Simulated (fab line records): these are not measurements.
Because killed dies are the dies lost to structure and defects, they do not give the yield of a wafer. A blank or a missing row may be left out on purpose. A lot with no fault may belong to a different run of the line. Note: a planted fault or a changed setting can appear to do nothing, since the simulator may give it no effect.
A lot that was struck, set against a sound lot ; flow nand_harc ; 14 out of 1159 route steps
Sound: the wafers L690.2, L690.3, L690.5. Struck: wafers L693.1, L693.5. (L693.2 of the same lot was not struck and is left out.) The cause comes at the end.
For every step that has rows: the tool of each side, followed by ch and its chambers, followed by its first start. Under that, the readings that differ: sound wafers ; struck wafers ; difference of the means ; sigmas: that difference in standard deviations of wafers without a fault.
alike: words and numbers the same on both sides, and readings whose means are apart by under 2 such deviations; not compared: readings that were withheld, readings missing a value for some wafer, numbers with overlapping values and no deviation given by the record, and bounds like >300 which may hide the same value.
Wherever a step has rows on one side only, a row that says differs or no value, or a row with sigmas, the two part there. When numbers do not overlap yet have no deviation, they are printed without sigmas and do not part them. A reading missing from all wafers of one side parts the sides only when that side holds two or more wafers.

NHARC_A_STAIRCASE_STRIP_316: strips in O2.
  sound: rie_diel-05 ch 0,1,2; struck: rie_diel-13 ch 2
  alike: drypump_motor_current_A, oes_product_au, rf_vpp_V, showerhead_plenum_p_Torr, throttle_valve_pct
  not compared: rf_hours_counter_h
then, 3 steps without rows for these wafers: NHARC_A_STAIRCASE_STRIP_317 (strips in SPM, time 900 s); NHARC_A_STAIRCASE_PRECLEAN_318 (cleans in SC1); NHARC_A_STAIRCASE_SRD_329.
NHARC_A_STAIRCASE_ALD_415: deposits SiO2, target thk 30 nm, pulse time 6 s, ald cycles 300.
  sound on ald_hk-02 ch 0,1,2, day 15 18:27; struck on ald_hk-02 ch 0,2, day 16 08:55
  alike: heater_power_w, precursor_pulse_height_rel
  not compared: ald_cycles
NHARC_A_STAIRCASE_ETCHBACK_416: etches the open film in C4F8/O2/Ar, target depth 36 nm, time 7.2 s.
  sound: rie_diel-05 ch 1,2; struck: rie_diel-05 ch 2
reading;sound;struck;difference;sigmas
oes_product_au (a.u.);0.925 0.904 0.914;1.016 1.017;+0.102;+4
  alike: rf_fwd_power_W, rf_vpp_V
  not compared: rf_hours_counter_h
NHARC_A_STAIRCASE_STRIP_476: strips in O2, time 20 s.
  sound on rie_diel-05 ch 1,2, day 15 20:36; struck on rie_diel-05 ch 1, day 16 10:36
  alike: drypump_motor_current_A, oes_product_au, rf_vpp_V, showerhead_plenum_p_Torr, throttle_valve_pct
  not compared: rf_hours_counter_h
NHARC_A_STAIRCASE_DEP_417: deposits Si3N4, target thk 60 nm.
  sound on pecvd-04 ch 1,2, day 15 20:41; struck on pecvd-01 ch 2, day 16 10:44
  alike: heater_power_w, rf_fwd_power_W
then, 3 steps without rows for these wafers: NHARC_A_STAIRCASE_WET_418 (chemistry H3PO4, target depth 20 nm); NHARC_A_STAIRCASE_PRECLEAN_419 (cleans in SC1); NHARC_A_STAIRCASE_SRD_421.
NHARC_A_STAIRCASE_ALD_420: deposits SiO2, target thk 20 nm, pulse time 6 s, ald cycles 200.
  sound on ald_hk-03 ch 0,1,3, day 15 22:46; struck on ald_hk-01 ch 1,2, day 16 14:29
reading;sound;struck;difference;sigmas
ald_cycles;200 200 200;305 305;+105;
  alike: heater_power_w, precursor_pulse_height_rel
then, 1 step without rows for these wafers: NHARC_A_STAIRCASE_CVD_552 (deposits SiNx, target thk 40 nm).
-- break in the record here, with 8 days between the starts of the struck wafers on either side (left off in module A_STAIRCASE, picked up again in module END, where the first step shown is number 1159 on the route) --
NHARC_END_SORT_01:
  sound on prober-01 ch 0, day 22 19:59; struck on prober-02 ch 0, day 24 03:37
  alike: killed_at_array, killed_at_other, killed_at_periphery, killed_dies, killed_open, killed_short

== WHERE THEY PART ==
Only at NHARC_A_STAIRCASE_ETCHBACK_416, as far as this record shows. Later steps at which nothing parts them and some readings are alike: NHARC_A_STAIRCASE_STRIP_476, NHARC_A_STAIRCASE_DEP_417, NHARC_A_STAIRCASE_ALD_420, NHARC_END_SORT_01.

WHY: what the simulator had put in
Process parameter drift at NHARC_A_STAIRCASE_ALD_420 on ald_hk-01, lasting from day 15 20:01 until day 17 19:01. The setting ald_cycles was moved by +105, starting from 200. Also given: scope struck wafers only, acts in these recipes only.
